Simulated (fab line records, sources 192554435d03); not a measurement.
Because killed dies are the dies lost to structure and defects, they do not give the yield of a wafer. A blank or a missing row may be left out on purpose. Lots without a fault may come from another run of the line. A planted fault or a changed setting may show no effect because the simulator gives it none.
fab line records ; flow n5-finfet
[record] lots = 10; wafers = 27; last-day = 18
route steps=1938 shown BEOL_M4@1111 BEOL_M10@1514 BEOL_M11@1537 PASSIVATION@1936
lots untouched by any fault: they come from a run of this same line in which no faults occurred
start-h: hours from the record's opening day to when the first of the lot's shown wafers began ; wait-h: how many hours have passed since the lot's step before this one ; " same as the row above ; L1.1+2: several wafers, shown together as one row ; - no value, or no start was given ; * or withheld: withheld ; < > ~ a bound
route shown NAME@n: NAME is a module with steps in the file, n the number in the route of the first one ; usual: mean/standard deviation of fault-free wafers ; same: alike in all rows ; chamber/n: place in a boat ; sites: readings site by site ; _std_site: standard deviation across them ; _edge_site: outer sites' mean less inner sites' ; radius-mm: for every site, how far away it sits from the centre of the wafer ; mask NAME#n: copy n ; behind: the tool/chamber that last shaped the wafer ; hold: why the lot went on hold/how many hours it stayed there/how the hold came to an end ; device: which transistor (n, p or np) failed to switch ; end of line: tests run on the same wafers once the route is complete ; for a step that has no rows: nothing shown but its recipe ; killed: count of dies lost to structure and defects at first sort (not the wafer's yield) ; map: shows each die of a wafer: x if killed, . if not, _ if none is there
set.NAME: the setting as run; set.NAME@STEP: as run at that earlier step ; model.NAME: the simulator's own value behind a step, which no gauge read
a sample of lots followed through the steps of the route, with each step as a table and each wafer as a row
services: a tool's chamber out of use, with start hour (start-h, from the record's first day; less than 0 if before it), hours out, and reason
[[steps]]
[step N5_BEOL_M4_RC_MEAS_101]
[usual] DIBL_N = 36.3/1.7; DIBL_P = 36.0/1.9; IOFF_N = 0.156/0.028; IOFF_P = 0.21/0.036; ION_N = 675/11; ION_P = 463/7.8; SS_N = 71.6/0.59; SS_P = 73.2/0.63; VT_N = 250/3.1; VT_P = -251/3.4
lot.wafer;tool;chamber;start-h;wait-h;DIBL_N[mV/V];DIBL_P[mV/V];IOFF_N[nA/um];IOFF_P[nA/um];ION_N[uA/um];ION_P[uA/um];SS_N[mV/dec];SS_P[mV/dec];VT_N[mV];VT_P[mV]
L931.2;prober-01;0;193.43;0.2;38.3;36.7;0.177;0.25;682;462;72.0;73.4;245;-245
L931.6;prober-01;0;193.43;0.2;36.6;35.7;0.146;0.21;673;465;71.5;73.1;249;-248
L932.2;prober-02;0;193.92;0.2;34.2;33.5;0.128;0.19;673;464;71.0;72.3;250;-252
L932.3;prober-02;0;193.92;0.2;35.6;35.0;0.146;0.22;661;457;71.8;72.8;252;-249
L932.4;prober-02;0;193.92;0.2;36.1;34.7;0.155;0.21;667;461;71.4;72.6;251;-248
L934.2;prober-01;0;210.53;0.2;37.0;37.0;0.159;0.22;675;461;71.3;73.8;248;-247
L934.3;prober-01;0;210.53;0.2;37.8;38.1;0.195;0.26;691;475;71.4;73.9;245;-244
L934.4;prober-01;0;210.53;0.2;36.4;35.9;0.144;0.20;662;458;72.1;73.5;250;-249
L937.1;prober-02;0;227.23;0.0;32.8;32.7;0.098;0.14;642;443;70.1;72.1;258;-257
L937.3;prober-02;0;227.23;0.0;35.2;34.5;0.137;0.15;668;450;71.6;71.6;250;-257
L937.5;prober-02;0;227.23;0.0;35.2;36.2;0.135;0.18;683;463;70.9;72.6;252;-253
L939.4;prober-02;0;245.42;0.5;34.0;32.4;0.127;0.17;656;457;70.6;72.5;253;-252
L939.5;prober-02;0;245.42;0.5;34.4;34.6;0.136;0.20;670;470;71.2;73.0;252;-252
L941.1;prober-02;0;248.31;0.0;36.5;37.7;0.165;0.19;676;454;72.8;72.5;252;-251
L941.2;prober-02;0;248.31;0.0;36.7;37.9;0.153;0.19;670;458;71.7;73.7;251;-252
L941.4;prober-02;0;248.31;0.0;38.2;39.8;0.193;0.23;677;462;71.7;73.6;246;-251
L940.1;prober-02;0;250.83;0.0;36.5;35.3;0.171;0.25;693;481;72.3;73.4;246;-245
L940.5;prober-02;0;250.83;0.0;37.8;36.9;0.193;0.27;691;480;72.7;74.0;246;-246
L940.6;prober-02;0;250.83;0.0;39.0;38.3;0.215;0.31;697;481;72.8;73.8;245;-243
L942.2;prober-01;0;253.39;0.2;34.1;36.0;0.121;0.21;667;466;70.9;73.4;255;-247
L942.4;prober-01;0;253.39;0.2;37.7;40.1;0.183;0.29;682;472;72.2;73.8;248;-245
L942.5;prober-01;0;253.39;0.2;37.0;38.6;0.166;0.26;679;474;72.2;74.2;252;-245
L947.2;prober-02;0;299.00;0.2;37.6;37.5;0.179;0.24;679;465;71.9;73.8;246;-247
L947.4;prober-02;0;299.00;0.2;36.6;35.7;0.157;0.22;679;470;71.0;72.6;248;-249
L947.5;prober-02;0;299.00;0.2;37.2;36.1;0.168;0.23;686;477;72.1;72.5;246;-248
L950.4;prober-01;0;320.54;0.5;36.5;35.5;0.142;0.22;667;466;71.1;72.7;250;-247
L950.6;prober-01;0;320.54;0.5;41.0;40.2;0.249;0.32;689;478;72.7;74.6;242;-245
[step N5_BEOL_M10_STRIP_77]
[recipe] chemistry = N2/H2; time-s = 10; power-w = 450; temp-c = 40; pressure-mtorr = 20; rf-frequency-hz = 6e+07; bias-power-w = 7; n2-flow-sccm = 200; h2-flow-sccm = 200
[usual] drypump-motor-current-A = 5.7/0.46; oes-product-au = 0.80/0.077; rf-vpp-V = 59.2/0.83; showerhead-plenum-p-Torr = 2.55/0.068; throttle-valve-pct = 23.7/0.3
lot.wafer;tool;chamber;start-h;wait-h;drypump-motor-current-A;oes-product-au;rf-hours-counter-h;rf-vpp-V;showerhead-plenum-p-Torr;throttle-valve-pct
L931.2;rie-diel-02;3;-;-;5.4;0.72;191;58.8;2.53;24.2
L931.6;rie-diel-02;2;-;-;6.3;0.85;-;59.4;2.70;23.8
L932.2;rie-diel-01;2;-;-;5.3;0.74;187;59.7;2.43;24.0
L932.3;rie-diel-01;0;-;-;5.1;0.75;151;57.6;2.54;23.6
L932.4;rie-diel-01;1;-;-;5.3;0.99;3;59.8;2.59;23.2
L934.2;rie-diel-02;1;-;-;6.3;0.97;1;58.6;2.50;23.5
L934.3;rie-diel-02;0;-;-;5.9;0.83;84;58.8;2.56;23.5
L934.4;rie-diel-02;3;-;-;5.4;0.70;198;59.8;2.53;24.2
L937.1;rie-diel-02;1;-;-;6.3;0.93;7;58.0;2.49;23.5
L937.3;rie-diel-02;3;-;-;5.4;0.70;204;57.7;2.52;24.2
L937.5;rie-diel-02;1;-;-;6.3;0.92;-;59.6;2.49;23.5
L939.4;rie-diel-02;3;-;-;5.4;0.70;210;58.5;2.52;24.2
L939.5;rie-diel-02;0;-;-;5.9;0.81;-;58.4;2.56;23.5
L940.1;rie-diel-01;2;-;-;5.2;0.72;208;59.6;2.42;24.0
L940.5;rie-diel-01;2;-;-;5.2;0.72;-;57.5;2.42;24.0
L940.6;rie-diel-01;1;-;-;5.3;0.92;-;60.2;2.58;23.3
L941.1;rie-diel-02;3;-;-;5.4;0.70;211;57.6;2.52;24.2
L941.2;rie-diel-02;2;-;-;6.3;0.82;68;58.9;2.70;23.8
L941.4;rie-diel-02;1;-;-;6.3;0.91;14;59.8;2.49;23.5
L942.2;rie-diel-02;2;-;-;6.3;0.80;68;59.2;2.70;23.8
L942.4;rie-diel-02;1;-;-;6.3;0.90;14;59.4;2.49;23.5
L942.5;rie-diel-02;3;-;-;5.4;0.70;-;59.2;2.52;24.2
L947.2;rie-diel-02;3;-;-;5.4;0.68;229;60.3;2.51;24.2
L947.4;rie-diel-02;2;-;-;6.3;0.80;84;60.5;2.69;23.8
L947.5;rie-diel-02;3;-;-;5.4;0.68;-;59.9;2.51;24.3
L950.4;rie-diel-01;3;-;-;6.1;0.80;128;59.9;2.56;23.8
L950.6;rie-diel-01;2;-;-;5.2;0.71;-;60.1;2.41;24.0
[step N5_BEOL_M10_SURFACE_TREAT_76]
[recipe] gas = Ar; time-s = *; ion-energy-ev = *; ion-current-ma-cm2 = 0.5; pressure-mtorr = *; ar-flow-sccm = 30
[usual] throttle-valve-pct = *
lot.wafer;tool;chamber;start-h;wait-h;throttle-valve-pct
L931.2;pvd-sputter-03;-;250.07;0.2;*
L931.6;pvd-sputter-03;-;250.07;0.2;*
L932.2;pvd-sputter-03;-;250.87;0.6;*
L932.3;pvd-sputter-03;-;250.87;0.6;*
L932.4;pvd-sputter-03;-;250.87;0.6;*
L934.2;pvd-sputter-03;-;268.48;0.2;*
L934.3;pvd-sputter-03;-;268.48;0.2;*
L934.4;pvd-sputter-03;-;268.48;0.2;*
L937.1;pvd-sputter-02;-;284.42;0.2;*
L937.3;pvd-sputter-02;-;284.42;0.2;*
L937.5;pvd-sputter-02;-;284.42;0.2;*
L939.4;pvd-sputter-01;-;302.78;0.3;*
L939.5;pvd-sputter-01;-;302.78;0.3;*
L940.1;pvd-sputter-01;-;305.80;0.2;*
L940.5;pvd-sputter-01;-;305.80;0.2;*
L940.6;pvd-sputter-01;-;305.80;0.2;*
L941.1;pvd-sputter-03;-;307.41;1.6;*
L941.2;pvd-sputter-03;-;307.41;1.6;*
L941.4;pvd-sputter-03;-;307.41;1.6;*
L942.2;pvd-sputter-03;-;307.97;0.2;*
L942.4;pvd-sputter-03;-;307.97;0.2;*
L942.5;pvd-sputter-03;-;307.97;0.2;*
L947.2;pvd-sputter-03;-;357.59;0.2;*
L947.4;pvd-sputter-03;-;357.59;0.2;*
L947.5;pvd-sputter-03;-;357.59;0.2;*
L950.4;pvd-sputter-03;-;377.29;0.2;*
L950.6;pvd-sputter-03;-;377.29;0.2;*
[step N5_BEOL_M11_CURE_71]
[recipe] temp-c = 385; time-s = 240; ambient = He/Ar; material = SiCOH_lowk
[usual] lamp-power-pct = 52.31/0.051; wafer_temp_C_max = 386.7/0.59
lot.wafer;tool;chamber;start-h;wait-h;lamp-power-pct;wafer_temp_C_max
L931.2;uv-cure-02;2;251.85;0.1;52.36;386.8
L931.6;uv-cure-02;2;251.85;0.1;52.27;386.9
L932.2;uv-cure-02;0;252.55;0.1;52.31;386.6
L932.3;uv-cure-02;0;252.55;0.1;52.29;386.7
L932.4;uv-cure-02;0;252.55;0.1;52.35;386.4
L934.2;uv-cure-03;1;269.94;0.1;52.29;385.9
L934.3;uv-cure-03;1;269.94;0.1;52.35;385.7
L934.4;uv-cure-03;1;269.94;0.1;52.25;386.0
L937.1;uv-cure-01;2;286.65;0.0;52.24;387.5
L937.3;uv-cure-01;2;286.65;0.0;52.28;387.9
L937.5;uv-cure-01;2;286.65;0.0;52.30;387.6
L939.4;uv-cure-01;0;305.93;0.3;52.29;387.4
L939.5;uv-cure-01;0;305.93;0.3;52.37;387.2
L940.1;uv-cure-02;1;308.89;0.0;52.40;387.4
L940.5;uv-cure-02;1;308.89;0.0;52.36;387.2
L940.6;uv-cure-02;1;308.89;0.0;52.35;387.1
L941.1;uv-cure-01;2;309.33;0.0;52.34;387.4
L941.2;uv-cure-01;2;309.33;0.0;52.35;387.5
L941.4;uv-cure-01;2;309.33;0.0;52.28;387.5
L942.2;uv-cure-01;1;309.89;0.4;52.36;386.6
L942.4;uv-cure-01;1;309.89;0.4;52.27;386.7
L942.5;uv-cure-01;1;309.89;0.4;52.29;386.7
L947.2;uv-cure-02;2;359.20;0.1;52.28;386.6
L947.4;uv-cure-02;2;359.20;0.1;52.35;387.1
L947.5;uv-cure-02;2;359.20;0.1;52.31;387.3
L950.4;uv-cure-02;1;378.95;0.3;52.26;387.3
L950.6;uv-cure-02;1;378.95;0.3;52.30;388.2
[step N5_BEOL_M11_PECVD_70]
[recipe] material = SiO2; target-thk-a = 200; temp-c = 400; precursor = TEOS/O2; pressure-torr = 5.5; rf-w = 450; teos-flow-sccm = 53.8; gas = O2; flow-sccm = 3000; time-s = 22.7
[usual] chamber-pressure-Torr = 5.498/0.013; heater-power-outer-w = 487/79; heater-power-w = 808/99; showerhead-plenum-p-Torr = 8.79/0.069; throttle-valve-pct = 22.5/0.8
lot.wafer;tool;chamber;start-h;wait-h;chamber-pressure-Torr;heater-power-outer-w;heater-power-w;showerhead-plenum-p-Torr;throttle-valve-pct
L931.2;pecvd-03;0;252.32;0.0;5.502;545;826;8.83;22.4
L931.6;pecvd-03;2;252.32;0.0;5.503;342;626;8.72;21.1
L932.2;pecvd-03;1;253.02;0.0;5.522;536;926;8.75;23.1
L932.3;pecvd-03;2;253.02;0.0;5.502;354;660;8.71;20.6
L932.4;pecvd-03;1;253.02;0.0;5.528;572;921;8.73;23.0
L934.2;pecvd-03;0;270.41;0.0;5.514;529;822;8.82;22.4
L934.3;pecvd-03;1;270.41;0.0;5.492;511;874;8.72;23.1
L934.4;pecvd-03;0;270.41;0.0;5.503;531;819;8.81;22.3
L937.1;pecvd-03;1;287.20;0.0;5.484;561;943;8.73;23.1
L937.3;pecvd-03;0;287.20;0.0;5.490;553;842;8.85;22.3
L937.5;pecvd-03;1;287.20;0.0;5.488;574;946;8.73;23.2
L939.4;pecvd-04;2;306.26;0.1;5.486;477;830;8.90;21.2
L939.5;pecvd-04;0;306.26;0.1;5.507;613;938;8.76;23.3
L941.1;pecvd-03;0;309.88;0.0;-;-;-;-;-
L941.2;pecvd-03;1;309.88;0.0;-;-;-;-;-
L941.4;pecvd-03;0;309.88;0.0;-;-;-;-;-
L940.1;pecvd-02;0;309.92;0.0;-;-;-;-;-
L940.5;pecvd-02;2;309.92;0.0;-;-;-;-;-
L940.6;pecvd-02;0;309.92;0.0;-;-;-;-;-
L942.2;pecvd-03;0;310.36;0.0;-;-;-;-;-
L942.4;pecvd-03;1;310.36;0.0;-;-;-;-;-
L942.5;pecvd-03;0;310.36;0.0;-;-;-;-;-
L947.2;pecvd-04;2;359.67;0.0;5.504;485;852;8.88;21.5
L947.4;pecvd-04;1;359.67;0.0;5.502;454;747;8.67;22.6
L947.5;pecvd-04;0;359.67;0.0;5.510;585;920;8.77;23.8
L950.4;pecvd-03;1;379.28;0.1;5.513;555;935;8.71;23.2
L950.6;pecvd-03;0;379.28;0.1;5.507;498;767;8.82;22.5
[step N5_PASSIVATION_PROBE_49]
[usual] defect-limited-yield = 91.5/1.5; killed_at_M0_to_M3 = 30/11; killed_at_M4_up = 13/4.9; killed-at-contacts = 14/6.5; killed-at-front-end = 40/11; killed-at-other = 3.3/2.7; killed-dies = 100/18; killed-open = 67/14; killed-short = 32/7.8; sort_bin_5_function = 5.0/0.97; sort_bin_6_memory = 3.2/0.75; sort-n-pass = 1080/18; sort-yield-pct = 91.5/1.5
[same] gross-dies = 1180; killed-at-back-side = 0; sort_bin_4_leakage[%] = 0; sort_bin_8_speed[%] = 0
lot.wafer;tool;chamber;start-h;wait-h;defect-limited-yield[%];killed_at_M0_to_M3;killed_at_M4_up;killed-at-contacts;killed-at-front-end;killed-at-other;killed-dies;killed-open;killed-short;sort_bin_5_function[%];sort_bin_6_memory[%];sort-n-pass;sort-yield-pct[%]
L931.2;prober-02;-;300.49;0.1;89.1;64;16;18;30;1;129;77;52;6.9;3.6;1051;89.1
L931.6;prober-02;-;300.69;0.3;91.4;25;26;13;37;1;102;68;34;5.3;2.9;1078;91.4
L932.2;prober-02;-;306.56;0.1;91.2;18;9;25;45;7;104;80;24;4.8;3.7;1076;91.2
L932.3;prober-02;-;306.61;0.1;91.9;35;11;21;29;0;96;68;27;4.7;3.3;1084;91.9
L932.4;prober-02;-;306.66;0.2;92.3;19;12;26;31;3;91;54;37;4.2;3.1;1089;92.3
L937.1;prober-02;-;333.21;0.0;92.3;19;19;19;31;3;91;68;23;4.8;2.7;1089;92.3
L937.3;prober-02;-;333.31;0.1;91.5;36;4;19;39;2;100;63;34;5.2;3.1;1080;91.5
L937.5;prober-02;-;333.41;0.2;91.6;25;13;12;46;3;99;61;37;4.5;3.4;1081;91.6
L942.2;prober-02;-;365.97;0.1;64.2;57;315;9;39;2;422;68;46;31.0;4.3;758;64.2
L942.4;prober-02;-;366.07;0.2;65.6;31;336;5;33;1;406;47;20;31.4;1.9;774;65.6
L942.5;prober-02;-;366.12;0.2;65.1;26;348;13;23;2;412;54;26;32.0;2.6;768;65.1
L941.1;prober-01;-;369.01;0.0;63.1;13;356;10;55;2;436;70;26;33.4;3.3;744;63.1
L941.2;prober-01;-;369.06;0.1;65.8;16;334;13;35;5;403;54;26;31.4;2.2;777;65.8
L941.4;prober-01;-;369.16;0.2;64.2;26;344;6;47;0;423;63;27;32.8;3.1;757;64.2
L940.1;prober-01;-;370.99;0.0;66.1;24;307;23;43;3;400;89;17;30.3;3.4;780;66.1
L940.5;prober-01;-;371.19;0.2;63.7;29;349;7;43;0;428;68;28;32.9;3.1;752;63.7
L940.6;prober-01;-;371.24;0.3;64.0;33;336;11;40;5;425;75;28;32.4;3.5;755;64.0
L947.2;prober-02;-;399.63;0.1;91.6;33;22;10;34;0;99;68;31;4.8;3.4;1081;91.6
L947.4;prober-02;-;399.73;0.2;93.1;18;18;6;38;2;82;50;30;4.3;2.2;1098;93.1
L947.5;prober-02;-;399.78;0.2;90.3;34;23;14;41;2;114;74;34;6.1;2.9;1066;90.3
// killed by level:class
L931.2 BEOL_M0_SAQP:geometric-particle:open=20 BEOL_M0_SAQP:geometric-particle:short=19 MOL_CONTACT_COAG:geometric-particle:open=14 BEOL_M1:geometric-particle:open=11 FIN_SAQP:geometric-particle:short=11 BEOL_M3:geometric-particle:open=6 GATE_CUT:geometric-particle:short=5 BEOL_M1:geometric-particle:short=5
L931.6 BEOL_M4:geometric-particle:open=17 FIN_SAQP:geometric-particle:short=13 MOL_CONTACT_COAG:geometric-particle:open=9 FIN_SAQP:geometric-particle:open=6 DUMMY_GATE:geometric-particle:open=6 BEOL_M0_SAQP:geometric-particle:open=5 MOL_CONTACT_COAG:geometric-particle:short=4 BEOL_M1:geometric-particle:open=4
L932.2 MOL_CONTACT_COAG:geometric-particle:open=23 STI_FIN_REVEAL:geometric-particle:open=14 GATE_CUT:geometric-particle:short=8 FIN_SAQP:geometric-particle:open=7 DUMMY_GATE:geometric-particle:open=7 BEOL_M3:geometric-particle:open=5 BEOL_M1:geometric-particle:open=4 BEOL_M2:geometric-particle:open=4
L932.3 MOL_CONTACT_COAG:geometric-particle:open=18 BEOL_M3:geometric-particle:open=10 FIN_SAQP:geometric-particle:open=9 BEOL_M0_SAQP:geometric-particle:open=7 BEOL_M2:geometric-particle:open=5 DUMMY_GATE:geometric-particle:open=4 BEOL_M0_SAQP:geometric-particle:short=4 BEOL_M3:geometric-particle:short=4
L932.4 MOL_CONTACT_COAG:geometric-particle:open=21 DUMMY_GATE:geometric-particle:open=10 BEOL_M0_SAQP:geometric-particle:short=7 BEOL_M4:geometric-particle:short=6 BEOL_M3:geometric-particle:open=5 MOL_CONTACT_COAG:geometric-particle:short=5 FIN_SAQP:geometric-particle:open=4 FIN_SAQP:geometric-particle:short=2
L937.1 MOL_CONTACT_COAG:geometric-particle:open=15 FIN_SAQP:geometric-particle:open=10 BEOL_M0_SAQP:geometric-particle:open=7 FIN_SAQP:geometric-particle:short=5 STI_FIN_REVEAL:geometric-particle:open=5 BEOL_M4:geometric-particle:open=5 BEOL_M7:geometric-particle:open=5 MOL_CONTACT_COAG:geometric-particle:short=4
L937.3 FIN_SAQP:geometric-particle:open=15 MOL_CONTACT_COAG:geometric-particle:open=15 BEOL_M0_SAQP:geometric-particle:open=13 BEOL_M0_SAQP:geometric-particle:short=10 FIN_SAQP:geometric-particle:short=9 BEOL_M3:geometric-particle:open=7 BEOL_M1:geometric-particle:open=4 STI_FIN_REVEAL:geometric-particle:open=3
L937.5 FIN_SAQP:geometric-particle:open=14 BEOL_M0_SAQP:geometric-particle:open=10 FIN_SAQP:geometric-particle:short=8 BEOL_M0_SAQP:geometric-particle:short=7 MOL_CONTACT_COAG:geometric-particle:short=6 DUMMY_GATE:geometric-particle:open=5 MOL_CONTACT_COAG:geometric-particle:open=5 BEOL_M6:geometric-particle:open=5
L942.2 BEOL_M11:area-pecvd=308 BEOL_M0_SAQP:geometric-particle:short=17 BEOL_M1:geometric-particle:open=10 FIN_SAQP:geometric-particle:open=9 BEOL_M0_SAQP:geometric-particle:open=8 FIN_SAQP:geometric-particle:short=7 BEOL_M2:geometric-particle:open=7 MOL_CONTACT_COAG:geometric-particle:open=6
L942.4 BEOL_M11:area-pecvd=328 HKMG_FIN:area-etch=11 BEOL_M2:geometric-particle:open=9 BEOL_M1:geometric-particle:open=8 FIN_SAQP:geometric-particle:short=6 BEOL_M0_SAQP:geometric-particle:open=5 FIN_SAQP:geometric-particle:open=4 STI_FIN_REVEAL:geometric-particle:open=4
L942.5 BEOL_M11:area-pecvd=332 MOL_CONTACT_COAG:geometric-particle:open=10 BEOL_M2:geometric-particle:open=6 BEOL_M0_SAQP:geometric-particle:open=6 FIN_SAQP:geometric-particle:short=5 BEOL_M0_SAQP:geometric-particle:short=5 BEOL_M4:geometric-particle:open=5 FIN_SAQP:geometric-particle:open=4
L941.1 BEOL_M11:area-pecvd=338 STI_FIN_REVEAL:geometric-particle:open=16 FIN_SAQP:geometric-particle:short=8 MOL_CONTACT_COAG:geometric-particle:open=8 FIN_SAQP:geometric-particle:open=6 GATE_CUT:geometric-particle:short=6 BEOL_M4:geometric-particle:open=6 DUMMY_GATE:geometric-particle:open=5
L941.2 BEOL_M11:area-pecvd=323 MOL_CONTACT_COAG:geometric-particle:open=11 STI_FIN_REVEAL:geometric-particle:open=7 FIN_SAQP:geometric-particle:short=6 BEOL_M3:geometric-particle:open=6 FIN_SAQP:geometric-particle:open=5 GATE_CUT:geometric-particle:short=4 DUMMY_GATE:geometric-particle:open=3
L941.4 BEOL_M11:area-pecvd=333 STI_FIN_REVEAL:geometric-particle:open=9 FIN_SAQP:geometric-particle:open=8 FIN_SAQP:geometric-particle:short=8 BEOL_M2:geometric-particle:open=7 GATE_CUT:geometric-particle:short=6 DUMMY_GATE:geometric-particle:open=5 GATE_CUT:geometric-particle:open=5
L940.1 BEOL_M11:area-pecvd=294 MOL_CONTACT_COAG:geometric-particle:open=21 STI_FIN_REVEAL:geometric-particle:open=17 FIN_SAQP:geometric-particle:open=7 BEOL_M1:geometric-particle:open=7 BEOL_M5:geometric-particle:open=6 DUMMY_GATE:geometric-particle:open=5 BEOL_M0_SAQP:geometric-particle:open=5
L940.5 BEOL_M11:area-pecvd=332 STI_FIN_REVEAL:geometric-particle:open=11 BEOL_M3:geometric-particle:open=8 BEOL_M4:geometric-particle:open=8 MOL_CONTACT_COAG:geometric-particle:open=6 BEOL_M1:geometric-particle:open=6 FIN_SAQP:geometric-particle:open=5 FIN_SAQP:geometric-particle:short=5
L940.6 BEOL_M11:area-pecvd=322 MOL_CONTACT_COAG:geometric-particle:open=10 FIN_SAQP:geometric-particle:open=9 FIN_SAQP:geometric-particle:short=8 STI_FIN_REVEAL:geometric-particle:open=8 BEOL_M0_SAQP:geometric-particle:open=7 BEOL_M2:geometric-particle:open=6 BEOL_M3:geometric-particle:open=6
L947.2 BEOL_M4:geometric-particle:open=12 BEOL_M0_SAQP:geometric-particle:open=12 FIN_SAQP:geometric-particle:open=10 MOL_CONTACT_COAG:geometric-particle:open=9 BEOL_M0_SAQP:geometric-particle:short=9 FIN_SAQP:geometric-particle:short=7 BEOL_M2:geometric-particle:open=6 STI_FIN_REVEAL:geometric-particle:open=5
L947.4 BEOL_M4:geometric-particle:open=12 FIN_SAQP:geometric-particle:open=11 FIN_SAQP:geometric-particle:short=10 BEOL_M0_SAQP:geometric-particle:short=5 MOL_CONTACT_COAG:geometric-particle:open=4 BEOL_M2:geometric-particle:open=4 GATE_CUT:geometric-particle:short=3 BEOL_M0_SAQP:geometric-particle:open=3
L947.5 MOL_CONTACT_COAG:geometric-particle:open=11 BEOL_M4:geometric-particle:open=11 FIN_SAQP:geometric-particle:open=10 FIN_SAQP:geometric-particle:short=9 BEOL_M0_SAQP:geometric-particle:open=9 BEOL_M2:geometric-particle:open=6 BEOL_M0_SAQP:geometric-particle:short=5 BEOL_M3:geometric-particle:open=5
[[services]]
tool;chamber;start-h;hours;kind
pecvd-03;-;231.62;0.9;repair
pecvd-02;0;234.62;16.0;repair
uv-cure-01;-;237.34;5.0;pm
uv-cure-01;-;244.91;2.1;pm
rie-diel-02;1;250.21;-;clean
rie-diel-02;1;250.21;-;consumable-replace:focus-ring
rie-diel-02;1;250.21;13.8;scheduled-down
rie-diel-02;1;250.21;13.8;vent-cycle
rie-diel-02;-;274.83;1.4;repair
pecvd-04;-;279.00;2.8;pm
uv-cure-01;-;288.05;2.8;pm
pvd-sputter-03;-;291.12;9.5;repair
pecvd-02;-;291.96;6.0;pm
pecvd-02;1;306.84;14.1;repair
pecvd-03;2;309.88;2.1;scheduled-down
pecvd-03;2;333.14;18.1;repair
pecvd-02;-;339.29;5.5;pm
pecvd-02;1;346.86;5.5;scheduled-down
uv-cure-01;-;348.79;0.5;repair
pecvd-03;-;352.72;0.6;repair
rie-diel-01;2;353.33;4.1;repair
uv-cure-01;-;371.63;0.6;repair
pecvd-04;2;372.25;5.5;scheduled-down
[[key]]
[first-sign] step = N5_BEOL_M11_PECVD_70; reading = tool-record; direction = missing
[effect] step = N5_PASSIVATION_PROBE_49; reading = killed_at_M4_up; direction = up; sigmas = 66; usual = 13; struck = 336
[more-kills-born-at] N5_BEOL_M11_PECVD_70@pecvd-03 = 1961; N5_BEOL_M11_PECVD_70@pecvd-02 = 948
met-at N5_BEOL_M11_PECVD_70
struck-lots L940,L941,L942
[baseline-loss] step = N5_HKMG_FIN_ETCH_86; wafers = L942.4
not-acting-at N5_BEOL_M10_STRIP_77,N5_BEOL_M10_SURFACE_TREAT_76,N5_BEOL_M11_CURE_71
onset-between 287.20 309.88
[fault] kind = skipped-step-whole; tool = pecvd-02,pecvd-03; chamber = -; onset-h = 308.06; steps = N5_BEOL_M11_PECVD_70; scope = struck-lots-only
// baseline-loss: these wafers lose ten dies or more at that step, a loss of the line's own and not of a fault; the sort's usual values leave them out
